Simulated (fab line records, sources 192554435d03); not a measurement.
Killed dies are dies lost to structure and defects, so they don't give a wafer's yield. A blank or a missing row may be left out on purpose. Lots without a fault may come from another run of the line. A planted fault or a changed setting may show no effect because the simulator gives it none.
Split-lot experiment | flow n5_finfet | 7 lots, 21 wafers read, on a route of 1938 steps

THE SPLIT
At N5_BEOL_M0_SAQP_CUT_ETCH_46 (etches SOC in N2/H2, target depth 135 nm, overetch 27 nm, time 202.5 s), the setting time_s was moved away from the recipe's 202.5 s on 10 of the 21 wafers read, by -19.6% to +20.5%. The other wafers ran this setting at the recipe's value.

The reading is taken at the split's own step.

THE READING
SiARC_of_BEOL_M0_SAQP_COAT_72.thk_nm (the simulator's own value, which no gauge read), in nm, at N5_BEOL_M0_SAQP_CUT_ETCH_46 (etches SOC in N2/H2, target depth 135 nm, overetch 27 nm, time 202.5 s). The file gives no usual value for it. The 11 wafers here that ran the recipe average 5.0 nm, standard deviation 0.17 nm.

wafer  | tool, chamber at the split | time_s as run, s | against the recipe | SiARC_of_BEOL_M0_SAQP_COAT_72.thk_nm, nm | against lot-mates on the recipe
L077.1 | rie_diel-03, 1             | 244.1            | +20.5%             | 2.8                                      | -1.8
L077.2 | rie_diel-03, 2             | 244.1            | +20.5%             | 2.6                                      | -2.0
L077.4 | rie_diel-03, 0             | 202.5            | recipe             | 4.6                                      | -
L079.2 | rie_diel-06, 1,0           | 202.5            | recipe             | 5                                        | -
L079.6 | rie_diel-06, 1,0           | 202.5            | recipe             | 5                                        | -
L079.4 | rie_diel-06, 2             | 202.5            | recipe             | 4.8                                      | -
L081.2 | rie_diel-06, 3             | 185.6            | -8.3%              | 5.6                                      | no lot-mate on the recipe
L081.4 | rie_diel-06, 0,3           | 185.6            | -8.3%              | 5.8                                      | no lot-mate on the recipe
L081.5 | rie_diel-06, 0,3           | 185.6            | -8.3%              | 5.8                                      | no lot-mate on the recipe
L083.2 | rie_diel-06, 1,0,3         | 202.5            | recipe             | 5                                        | -
L083.5 | rie_diel-06, 1,0,3         | 202.5            | recipe             | 5                                        | -
L083.6 | rie_diel-06, 1,0,3         | 202.5            | recipe             | 5                                        | -
L090.1 | rie_diel-03, 0             | 162.9            | -19.6%             | 6.8                                      | +1.6
L090.3 | rie_diel-03, 2             | 162.9            | -19.6%             | 7                                        | +1.8
L090.4 | rie_diel-03, 3             | 202.5            | recipe             | 5.2                                      | -
L091.2 | rie_diel-04, 1             | 214.6            | +6.0%              | 4.4                                      | -0.6
L091.4 | rie_diel-04, 2             | 202.5            | recipe             | 5                                        | -
L091.6 | rie_diel-04, 0             | 214.6            | +6.0%              | 4.2                                      | -0.8
L092.1 | rie_diel-03, 1,3           | 202.5            | recipe             | 5.2                                      | -
L092.6 | rie_diel-03, 1,3           | 202.5            | recipe             | 5.2                                      | -
L092.5 | rie_diel-03, 2             | 224.6            | +10.9%             | 4                                        | -1.2
Where a row lists several chambers, the file gives one row for several wafers and doesn't say which wafer went through which chamber.

THE FIT
A straight line over all 21 wafers: SiARC_of_BEOL_M0_SAQP_COAT_72.thk_nm changes by -0.103 nm for each +1% of time_s; r = -0.99; the points scatter about the line by 0.17 nm.
The same after taking each lot's own level away (the mean of its wafers on the recipe; 18 wafers): -0.0917 nm for each +1%; r = -0.99; scatter 0.1 nm.
On that fit, the largest move of time_s shifts the reading by 1.9 nm.
The lots' own levels span 4.60 to 5.20 nm, that is 3.5 times the standard deviation above.
So the lot-to-lot level changes the slope: the two fits differ.
Check: with one of the wafers moved furthest among these (+20.5%) left out of the fit, the line predicts -1.97 nm for it against its lot-mates. It came out at -1.8 nm against them.

OTHER SPLITS ON THESE WAFERS
These wafers also went through other splits before the reading. Each is held against what the fit with the lots' levels taken away leaves over:
other split on the same wafers            | wafers away from the commonest value | r with SiARC_of_BEOL_M0_SAQP_COAT_72.thk_nm (lot level and that fit taken away)
N5_SD_EPI_N_EPI_21 temp_c                 | 6                                    | -0.07
N5_ILD0_CMP_12 down_force_psi             | 5                                    | +0.15
N5_HKMG_FIN_ETCH_54 source_w              | 5                                    | -0.13
N5_GATE_CUT_ETCH_58 time_s                | 8                                    | +0.28
N5_MOL_CONTACT_COAG_CMP_23 down_force_psi | 5                                    | +0.01
N5_MOL_CONTACT_COAG_ALD_131 ald_cycles    | 5                                    | -0.25
N5_MOL_CONTACT_COAG_ETCHBACK_135 time_s   | 8                                    | -0.20
N5_BEOL_M0_SAQP_PECVD_96 time_s           | 6                                    | +0.01
N5_BEOL_M0_SAQP_COAT_81 temp_c            | 4                                    | +0.31

THE FILE'S OWN FIT
SiARC_of_BEOL_M0_SAQP_COAT_72.thk_nm changes by -0.0934 nm for each +1% of time_s, r = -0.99.
